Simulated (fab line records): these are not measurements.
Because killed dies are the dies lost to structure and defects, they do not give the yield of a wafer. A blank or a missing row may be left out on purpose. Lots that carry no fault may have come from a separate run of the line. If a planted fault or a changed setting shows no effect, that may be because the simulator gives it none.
Problem report, 8D (eight disciplines) form, completed by code ; flow n5_finfet ; the parts of the form that need people (team, actions taken, sign-off) are left out

== 1. PROBLEM STATEMENT ==
Wafers with no fault read 4 with a standard deviation of 3.5, whereas killed_at_other at N5_PASSIVATION_PROBE_49 reads a mean of 1093 on 1 wafer of 1 lot. That is +99 or more standard deviations from the usual mean.
First seen on wafer L776.3, day 15 07:07, on prober-02. The record holds 12 wafers of 4 lots with a number at this step. The rule behind "out" and "out of limits": a value lying over 4 standard deviations away from the usual mean. All remaining wafers that have a number are taken as sound.

== 2. WHAT IT IS, AND WHAT IT ISN'T ==
question;is;is not
which readings at this step;killed_at_other, defect_limited_yield, killed_dies, killed_on_rim, sort_bin_5_function, sort_n_pass, sort_yield_pct;killed_at_M0_to_M3, killed_at_M4_up, killed_at_contacts, killed_at_front_end, killed_open, killed_short, sort_bin_6_memory
which lots;L776;L774, L782, L786
which wafers of those lots;L776.3;L776.1, L776.6
read on which tools;prober-02;prober-01
when;from day 15 07:07;"up to then (4 sound wafers); but 7 sound wafers of L776, L782, L786 came after"

== 3. WHAT RULES OUT EACH SUSPECT ==
Counting: if a tool at a process step up to the reading ran every lot that is out, it stays a suspect. Sound lots after the first of them don't rule it out here, since some wafers of a struck lot are sound.
- pvd_sputter-01 at N5_MIM_TOP_SPUTTER_03 (material TiN, target thk 35 nm, time 89.7 s): kept. It ran the lot that is out, L776 (day 14 21:34).
- rie_diel-03 at N5_MIM_TOP_ETCH_STRIP_01 (strips in O2): kept. It ran the lot that is out, L776 (day 14 22:25).
- rie_metal-03 at N5_MIM_BOT_ETCH_ETCH_00 (etches TiN in Cl2/BCl3, target depth 45.5 nm): kept. It ran the lot that is out, L776 (day 14 23:10).
- pecvd-01 at N5_PASSIVATION_PECVD_55 (deposits SiO2 from SiH4/N2O, target thk 400 nm, time 22.5 s): kept. It ran the lot that is out, L776 (day 14 23:49).
- prober-02 at N5_PASSIVATION_PROBE_49: kept. The lot that is out, L776, ran on it at day 15 07:01; the last sound lot it ran before that was L774, at day 14 08:59. Its own defect_limited_yield, killed_at_other, killed_dies, killed_on_rim, sort_bin_5_function, sort_n_pass, sort_yield_pct readings are out on those wafers.
- Within rie_diel-03 at N5_MIM_TOP_ETCH_STRIP_01: the wafers that are out ran in chamber 1; their sound lot-mates ran in chambers 2, 3.
Left after counting: pvd_sputter-01 at N5_MIM_TOP_SPUTTER_03, rie_diel-03 at N5_MIM_TOP_ETCH_STRIP_01, rie_metal-03 at N5_MIM_BOT_ETCH_ETCH_00, pecvd-01 at N5_PASSIVATION_PECVD_55, prober-02 at N5_PASSIVATION_PROBE_49.

== 4. THE CAUSE (what the simulator had put in) ==
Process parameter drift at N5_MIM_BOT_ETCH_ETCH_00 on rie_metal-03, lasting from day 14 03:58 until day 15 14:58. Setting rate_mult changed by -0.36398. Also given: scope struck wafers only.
5 suspects survive the count, and this tool is in that group.

== 5. SEQUENCE OF EFFECTS, ordered by route ==
One row per reading whose mean, taken over the struck wafers that have a number, lies over 3 standard deviations from the usual. Readings are gone through only where the record gives a usual standard deviation; hours: the median, over the lots, of the time from a lot's start at the first step in this table giving one to that lot's start at this step; sigmas: the change measured in usual standard deviations.
hours;step;reading;usual;on struck wafers;change;sigmas
0;N5_MIM_BOT_ETCH_ETCH_00;oes_product_au;0.81 a.u.;0.56;-0.25;-3.6
0;N5_MIM_BOT_ETCH_ETCH_00;throttle_valve_pct;21.85 %;22.35;+0.50;+3.3
8;N5_PASSIVATION_PROBE_49;defect_limited_yield;91.2 %;0.0;-91.2;-57
8;N5_PASSIVATION_PROBE_49;killed_at_other;4;1093;+1089;+99 or more
8;N5_PASSIVATION_PROBE_49;killed_dies;104;1180;+1076;+57
8;N5_PASSIVATION_PROBE_49;killed_on_rim;14;152;+138;+34
8;N5_PASSIVATION_PROBE_49;sort_bin_5_function;5.2 %;96.7;+91.5;+92
8;N5_PASSIVATION_PROBE_49;sort_n_pass;1076;0;-1076;-57
8;N5_PASSIVATION_PROBE_49;sort_yield_pct;91.2 %;0.0;-91.2;-57
Here are the process steps it includes:
- N5_MIM_BOT_ETCH_ETCH_00: etches TiN in Cl2/BCl3, target depth 45.5 nm.
- N5_PASSIVATION_PROBE_49

== 6. HOW IT WOULD HAVE BEEN CAUGHT EARLIER ==
27 hours passed between the start of the fault at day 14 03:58 and the first reading out of limits in this record, taken at day 15 07:07.
Tool readings at N5_MIM_BOT_ETCH_ETCH_00 with a usual standard deviation given in the record: none out on any struck wafer, hence no alarm at a limit of 4 standard deviations on them.
By day 15 07:07 the whole set of lots that are out, 1 in number, had already begun N5_MIM_BOT_ETCH_ETCH_00 on rie_metal-03. None of them would have been spared by holding the tool at that moment.
